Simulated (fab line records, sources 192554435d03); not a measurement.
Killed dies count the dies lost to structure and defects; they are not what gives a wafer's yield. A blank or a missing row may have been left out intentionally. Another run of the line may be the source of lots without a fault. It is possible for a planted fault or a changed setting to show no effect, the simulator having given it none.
fab line records	flow n5-finfet
record: lots: 11	wafers: 33	last-day: 18
route steps=1938 shown BEOL_M1@825 BEOL_M2@842 BEOL_M4@1111
lots untouched by any fault: they come from a run of this same line in which no faults occurred
start-h: the number of hours between the record's first day and the start of the first shown wafer of the lot	wait-h: time in hours since the lot's previous step	" as in the row above	L1.1+2: a row that stands for several wafers	- no value, or no start given	* or withheld: withheld	< > ~ a bound
route shown NAME@n: names a module that has steps shown in the file, with the first one's number in the route	usual: average and standard deviation across the fault-free wafers	same: alike in all rows	chamber/n: place in a boat	sites: per-site readings	_std_site: the standard deviation of these	_edge_site: outer sites' mean less inner sites'	radius-mm: how far each site lies from the wafer's centre	mask NAME#n: copy n	behind: the last tool/chamber to shape the wafer	hold: the reason the lot was held/the length of the hold in hours/how it ended	device: the n, p or np transistor that did not switch	end of line: tests of these same wafers at the route's end	a step given without rows: its recipe and nothing more	killed: at the first sort, the dies lost to defects and structure; wafer yield is something else	map: a wafer's dies, x killed, . not, _ none there
set.NAME: setting as actually run; set.NAME@STEP: the setting as run at that earlier step	model.NAME: the simulator's own value behind a step, which no gauge read
one table for each step of the route and one row for each wafer, over a sample of lots
services: a tool's chamber out of use, with start hour (start-h, from the record's first day; less than 0 if before it), hours out, and reason
== steps ==
step: N5_BEOL_M1_ANNEAL_91
recipe: temp-c: 400	time-s: 240	ambient: vacuum
usual: heater-power-w: 872/150
same: time-s: 240
lot.wafer	tool	chamber	start-h	wait-h	heater-power-w
L235.1	pvd-sputter-01	-	137.82	0.0	830
L235.2	"	-	"	"	847
L235.3	"	-	"	"	712
L236.3	pvd-sputter-01	-	149.39	0.0	813
L236.4	"	-	"	"	727
L236.6	"	-	"	"	746
L237.3	pvd-sputter-02	-	149.62	0.0	1011
L237.4	"	-	"	"	694
L237.6	"	-	"	"	912
L242.1	pvd-sputter-03	-	170.60	0.0	1162
L242.2	"	-	"	"	836
L242.5	"	-	"	"	753
L243.1	pvd-sputter-03	-	177.03	0.0	746
L243.4	"	-	"	"	1203
L243.5	"	-	"	"	841
L244.1	pvd-sputter-02	-	189.67	0.0	1040
L244.2	"	-	"	"	691
L244.5	"	-	"	"	914
L247.1	pvd-sputter-01	-	212.40	0.0	710
L247.2	"	-	"	"	857
L247.4	"	-	"	"	800
L251.2	pvd-sputter-01	-	223.26	0.0	845
L251.3	"	-	"	"	808
L251.4	"	-	"	"	821
L253.2	pvd-sputter-03	-	243.27	0.0	821
L253.5	"	-	"	"	1175
L253.6	"	-	"	"	741
L254.1	pvd-sputter-02	-	243.38	0.0	901
L254.2	"	-	"	"	1060
L254.3	"	-	"	"	1002
L258.4	pvd-sputter-01	-	273.36	0.0	828
L258.5	"	-	"	"	857
L258.6	"	-	"	"	812
step: N5_BEOL_M1_PRE_CLEAN_60
recipe: gas: NH3/H2	time-s: 15	temp-c: *	rf-power-w: 300
usual: heater-power-w: 83/26
same: time-s: 15
lot.wafer	tool	chamber	start-h	wait-h	heater-power-w
L235.1	cvd-co-02	1	139.23	0.0	78
L235.2	"	0	"	"	99
L235.3	"	2	"	"	69
L237.3	cvd-co-02	2	151.02	0.0	66
L237.4	"	2	"	"	69
L237.6	"	1	"	"	78
L236.3	cvd-co-01	0	151.07	0.0	133
L236.4	"	0	"	"	131
L236.6	"	2	"	"	58
L242.1	cvd-co-01	1	172.01	0.0	60
L242.2	"	0	"	"	136
L242.5	"	0	"	"	131
L243.1	cvd-co-01	0	178.59	0.0	133
L243.4	"	2	"	"	56
L243.5	"	1	"	"	60
L244.1	cvd-co-02	2	191.09	0.0	69
L244.2	"	0	"	"	103
L244.5	"	2	"	"	69
L247.1	cvd-co-02	0	213.81	0.0	101
L247.2	"	2	"	"	70
L247.4	"	2	"	"	69
L251.2	cvd-co-02	1	224.67	0.0	80
L251.3	"	0	"	"	99
L251.4	"	2	"	"	70
L253.2	cvd-co-01	0	244.68	0.0	134
L253.5	"	2	"	"	58
L253.6	"	0	"	"	134
L254.1	cvd-co-02	2	245.04	0.0	70
L254.2	"	1	"	"	76
L254.3	"	0	"	"	102
L258.4	cvd-co-01	0	274.80	0.1	133
L258.5	"	1	"	"	61
L258.6	"	2	"	"	59
step: N5_BEOL_M2_THK_MEAS_01
recipe: reads: SiOC_of_BEOL_M2_ILD_DEP_00
usual: M2_ILD_THK: 79.5/1.1
lot.wafer	tool	chamber	start-h	wait-h	M2_ILD_THK[nm]
L235.1	film-metro-02	-	139.58	0.0	79.3
L235.2	"	-	"	"	78.9
L235.3	"	-	"	"	78.9
L237.3	film-metro-02	-	151.39	0.1	79.3
L237.4	"	-	"	"	79.6
L237.6	"	-	"	"	79.5
L236.3	film-metro-01	-	151.42	0.1	79.1
L236.4	"	-	"	"	80.0
L236.6	"	-	"	"	79.8
L242.1	film-metro-01	-	172.36	0.0	78.6
L242.2	"	-	"	"	79.7
L242.5	"	-	"	"	80.8
L243.1	film-metro-01	-	178.95	0.1	79.5
L243.4	"	-	"	"	80.8
L243.5	"	-	"	"	80.4
L244.1	film-metro-02	-	191.46	0.0	79.6
L244.2	"	-	"	"	80.0
L244.5	"	-	"	"	80.9
L247.1	film-metro-02	-	214.21	0.0	77.8
L247.2	"	-	"	"	78.0
L247.4	"	-	"	"	79.3
L251.2	film-metro-01	-	225.05	0.1	79.4
L251.3	"	-	"	"	79.3
L251.4	"	-	"	"	81.1
L253.2	film-metro-01	-	245.04	0.1	79.2
L253.5	"	-	"	"	81.7
L253.6	"	-	"	"	81.4
L254.1	film-metro-02	-	245.40	0.0	78.9
L254.2	"	-	"	"	79.1
L254.3	"	-	"	"	79.6
L258.4	film-metro-01	-	275.14	0.0	79.6
L258.5	"	-	"	"	80.8
L258.6	"	-	"	"	78.7
step: N5_BEOL_M2_COAT_73
recipe: resist: underlayer	temp-c: 205	time-s: 60	spin-rpm: 1500	resist-thk-nm: 5
usual: chill-plate-temp-C: 22.97/0.12	heater-power-total-W: 391.8/1.4	plate-temp-C: 205.00/0.17
same: time-s: 60
lot.wafer	tool	chamber	start-h	wait-h	chill-plate-temp-C	heater-power-total-W	plate-temp-C
L235.1	litho-track-01	0	140.85	-	23.04	390.3	205.10
L235.2	"	0	"	"	23.02	390.6	204.84
L235.3	"	0	"	"	23.15	394.0	205.18
L237.3	litho-track-01	0	151.63	-	22.97	390.2	204.96
L237.4	"	0	"	"	22.88	389.6	204.95
L237.6	"	0	"	"	23.02	390.0	205.30
L236.3	litho-track-01	0	153.57	-	23.27	382.1	200.03
L236.4	"	0	"	"	22.92	379.3	200.04
L236.6	"	0	"	"	23.02	382.0	200.16
L242.1	litho-track-01	0	173.50	-	23.02	381.9	199.94
L242.2	"	0	"	"	22.93	381.6	200.06
L242.5	"	0	"	"	22.96	378.2	200.21
L243.1	litho-track-04	0	180.98	-	22.90	390.0	204.82
L243.4	"	0	"	"	23.03	393.6	204.95
L243.5	"	0	"	"	23.10	394.0	205.22
L244.1	litho-track-01	0	192.12	-	23.08	378.5	199.90
L244.2	"	0	"	"	23.02	379.2	199.97
L244.5	"	0	"	"	23.19	381.6	199.83
L247.1	litho-track-04	0	214.45	-	23.02	391.2	204.95
L247.2	"	0	"	"	22.79	393.4	205.03
L247.4	"	0	"	"	22.94	393.0	205.04
L251.2	litho-track-02	0	225.46	-	22.81	391.2	204.89
L251.3	"	0	"	"	23.04	393.2	204.77
L251.4	"	0	"	"	22.85	391.7	205.07
L253.2	litho-track-02	0	245.69	-	22.96	391.8	205.25
L253.5	"	0	"	"	23.05	390.2	205.01
L253.6	"	0	"	"	22.98	390.2	205.20
L254.1	litho-track-02	0	246.17	-	22.91	393.1	204.90
L254.2	"	0	"	"	22.79	390.4	204.90
L254.3	"	0	"	"	22.77	390.3	204.98
L258.4	litho-track-01	0	275.93	-	23.00	393.0	204.76
L258.5	"	0	"	"	23.11	390.3	204.90
L258.6	"	0	"	"	22.95	391.1	204.88
step: N5_BEOL_M4_RC_MEAS_101
usual: DIBL_N: 36.9/1.7	DIBL_P: 36.7/2.1	IOFF_N: 0.17/0.032	IOFF_P: 0.22/0.036	ION_N: 674/12	ION_P: 461/7	SS_N: 71.7/0.6	SS_P: 73.4/0.67	VT_N: 249/3.1	VT_P: -250/3.2
lot.wafer	tool	chamber	start-h	wait-h	DIBL_N[mV/V]	DIBL_P[mV/V]	IOFF_N[nA/um]	IOFF_P[nA/um]	ION_N[uA/um]	ION_P[uA/um]	SS_N[mV/dec]	SS_P[mV/dec]	VT_N[mV]	VT_P[mV]
L235.1	prober-01	0	169.52	0.0	35.5	35.5	0.14	0.18	657	448	71.7	72.8	253	-254
L235.2	"	0	"	"	36.4	36.6	0.15	0.20	674	464	71.3	73.2	254	-251
L235.3	"	0	"	"	35.7	34.9	0.14	0.18	666	456	70.9	73.1	250	-251
L237.3	prober-02	0	186.05	0.3	35.1	33.9	0.13	0.15	653	449	70.7	73.5	251	-257
L237.4	"	0	"	"	37.2	36.8	0.17	0.19	682	455	71.6	73.1	251	-255
L237.6	"	0	"	"	37.5	35.1	0.17	0.16	677	451	71.5	73.5	248	-256
L236.3	prober-02	0	192.31	0.3	37.7	37.5	0.18	0.22	674	463	71.6	73.8	250	-249
L236.4	"	0	"	"	36.5	35.6	0.16	0.19	666	456	71.3	73.2	250	-252
L236.6	"	0	"	"	36.5	36.0	0.16	0.19	676	453	71.7	73.5	250	-252
L242.1	prober-01	0	200.16	0.0	36.3	36.9	0.17	0.23	685	471	71.0	73.6	245	-246
L242.2	"	0	"	"	35.7	35.5	0.14	0.21	662	460	71.5	73.7	250	-250
L242.5	"	0	"	"	37.0	37.6	0.17	0.25	676	467	71.1	72.9	248	-246
L243.1	prober-01	0	212.24	0.0	37.3	36.5	0.18	0.22	679	461	71.7	73.2	246	-251
L243.4	"	0	"	"	37.0	36.0	0.16	0.20	680	460	71.1	72.8	250	-249
L243.5	"	0	"	"	39.7	37.1	0.23	0.23	675	452	72.8	73.7	244	-251
L244.1	prober-01	0	221.92	0.0	34.8	34.7	0.15	0.20	662	461	71.6	72.5	251	-249
L244.2	"	0	"	"	34.6	34.8	0.13	0.21	657	454	70.7	71.8	253	-252
L244.5	"	0	"	"	35.2	35.8	0.15	0.23	673	464	71.5	72.8	251	-249
L247.1	prober-01	0	240.87	0.0	37.7	38.5	0.19	0.26	688	475	72.3	73.5	248	-245
L247.2	"	0	"	"	34.9	36.7	0.14	0.21	677	466	70.8	73.7	253	-249
L247.4	"	0	"	"	36.2	37.5	0.16	0.23	677	461	72.2	72.3	248	-246
L251.2	prober-01	0	253.01	0.2	36.7	36.8	0.14	0.19	664	454	71.6	73.0	251	-253
L251.3	"	0	"	"	37.6	36.9	0.18	0.19	671	455	72.4	72.8	248	-251
L251.4	"	0	"	"	36.9	36.5	0.15	0.18	660	456	71.9	72.7	252	-252
L253.2	prober-02	0	279.27	0.2	36.3	35.0	0.17	0.26	681	470	71.5	72.7	247	-245
L253.5	"	0	"	"	34.8	33.8	0.13	0.23	668	469	71.8	72.6	254	-245
L253.6	"	0	"	"	37.2	35.8	0.18	0.26	681	471	71.3	73.8	247	-245
L254.1	prober-01	0	285.93	0.0	37.1	37.7	0.17	0.27	679	465	72.8	73.5	248	-245
L254.2	"	0	"	"	36.4	35.5	0.15	0.22	668	461	71.0	73.3	252	-245
L254.3	"	0	"	"	38.0	38.3	0.21	0.28	702	472	73.2	74.1	244	-245
L258.4	prober-01	0	312.33	0.5	39.1	38.5	0.18	0.23	663	460	71.9	74.1	251	-249
L258.5	"	0	"	"	37.7	37.1	0.16	0.22	659	458	72.1	73.7	252	-248
L258.6	"	0	"	"	39.5	39.5	0.19	0.26	681	467	72.8	73.8	251	-247
== services ==
tool	chamber	start-h	hours	kind
cvd-co-01	1	114.71	-	clean
cvd-co-01	1	114.71	22.0	scheduled-down
cvd-co-01	1	114.71	22.0	vent-cycle
pvd-sputter-03	-	124.48	12.1	repair
litho-track-01	-	124.63	-	consumable-replace:filter
pvd-sputter-01	-	129.67	3.7	repair
pvd-sputter-03	-	150.18	7.7	repair
litho-track-02	-	216.55	-	consumable-replace:filter
litho-track-01	-	235.54	-	consumable-replace:filter
litho-track-01	-	264.64	-	consumable-replace:filter
== key ==
first-sign: step: N5_BEOL_M2_COAT_73	reading: plate-temp-C	direction: down	sigmas: 29	usual: *	struck: *
effect: step: N5_BEOL_M2_COAT_73	reading: heater-power-total-W	direction: down	sigmas: 8.4	usual: *	struck: *
met-at N5_BEOL_M2_COAT_73
struck-lots L236,L242,L244
not-acting-at N5_BEOL_M1_ANNEAL_91,N5_BEOL_M1_PRE_CLEAN_60,N5_BEOL_M2_THK_MEAS_01
onset-between 151.63 153.57
fault: kind: process-parameter-drift	tool: litho-track-01	chamber: -	onset-h: 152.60	steps: N5_BEOL_M2_COAT_73	channel: temp-c	offset: *	shape: step	end-h: 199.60	acts-in: *	stated: *
